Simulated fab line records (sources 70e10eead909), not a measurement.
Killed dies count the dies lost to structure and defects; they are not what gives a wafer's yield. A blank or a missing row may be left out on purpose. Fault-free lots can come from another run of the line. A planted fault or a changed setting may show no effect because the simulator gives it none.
Commonality check across tools | flow nandHarc | 3 lots and 9 wafers in the sample

== THE REASON FOR OPENING IT ==
Flagged at NHARC_END_SORT_01: reading killedAtOther, on 2 of 3 lots. No-fault wafers: 1, standard deviation 1.2.
Rule: a lot is flagged in two cases, either no wafer of it has a number, or all its wafers with numbers fall more than 4 standard deviations from that mean. All remaining lots are regarded as sound.

lot  | measured     | on        | killedAtOther, wafer by wafer | flag
L938 | day 29 04:59 | prober-02 | 611 621 607                   | FLAGGED
L940 | day 30 09:56 | prober-01 | 621 600 612                   | FLAGGED
L945 | day 31 19:31 | prober-01 | 2 0 0                         | 
On average the flagged lots read 612, which is +611 against the usual, or +99 or more standard deviations.

== WHICH TOOL EACH LOT WENT THROUGH ==
3 process steps preceding the reading are held in the record, out of 1302 steps in the route. Cell contents, in order: the tool; ch with the chambers the sampled wafers went through; the start.
lot  | flag    | NHARC_THIN_TSV_CMP_01         | NHARC_THIN_TSV_STRIP_62             | NHARC_THIN_TSV_PVD_51
L938 | FLAGGED | cmp-04 ch 0,1, day 28 13:01   | plasmaAsher-01 ch 1, day 28 17:37   | pvdSputter-03, day 28 18:04
L940 | FLAGGED | cmp-02 ch 0,2,3, day 29 09:21 | plasmaAsher-02 ch 0,1, day 29 13:21 | pvdSputter-01, day 29 13:46
L945 |         | cmp-04 ch 0,1,2, day 31 02:56 | plasmaAsher-02 ch 0,1, day 31 06:51 | pvdSputter-03, day 31 07:16
These steps, and what they do:
- NHARC_THIN_TSV_CMP_01: polishes.
- NHARC_THIN_TSV_STRIP_62: strips in N2/H2, time 20 s.
- NHARC_THIN_TSV_PVD_51: deposits Cu, target thk 100 nm.
- NHARC_END_SORT_01

== FLAGGED OVER TOTAL, TOOL BY TOOL (the gauges that took the reading come last) ==
step                    | tool           | lots run | flagged | share of the flagged lots | sound lots run after its first flagged lot
NHARC_THIN_TSV_CMP_01   | cmp-02         | 1        | 1       | some                      | 0
NHARC_THIN_TSV_CMP_01   | cmp-04         | 2        | 1       | some                      | 1 (L945)
NHARC_THIN_TSV_STRIP_62 | plasmaAsher-01 | 1        | 1       | some                      | 0
NHARC_THIN_TSV_STRIP_62 | plasmaAsher-02 | 2        | 1       | some                      | 1 (L945)
NHARC_THIN_TSV_PVD_51   | pvdSputter-01  | 1        | 1       | some                      | 0
NHARC_THIN_TSV_PVD_51   | pvdSputter-03  | 2        | 1       | some                      | 1 (L945)
NHARC_END_SORT_01       | prober-01      | 2        | 1       | some                      | 1 (L945)
NHARC_END_SORT_01       | prober-02      | 1        | 1       | some                      | 0

== WHAT IS ALLOWED BY THE TABLE ==
No row of the table ran every flagged lot.

== WHAT THE SIMULATOR HAD PUT IN ==
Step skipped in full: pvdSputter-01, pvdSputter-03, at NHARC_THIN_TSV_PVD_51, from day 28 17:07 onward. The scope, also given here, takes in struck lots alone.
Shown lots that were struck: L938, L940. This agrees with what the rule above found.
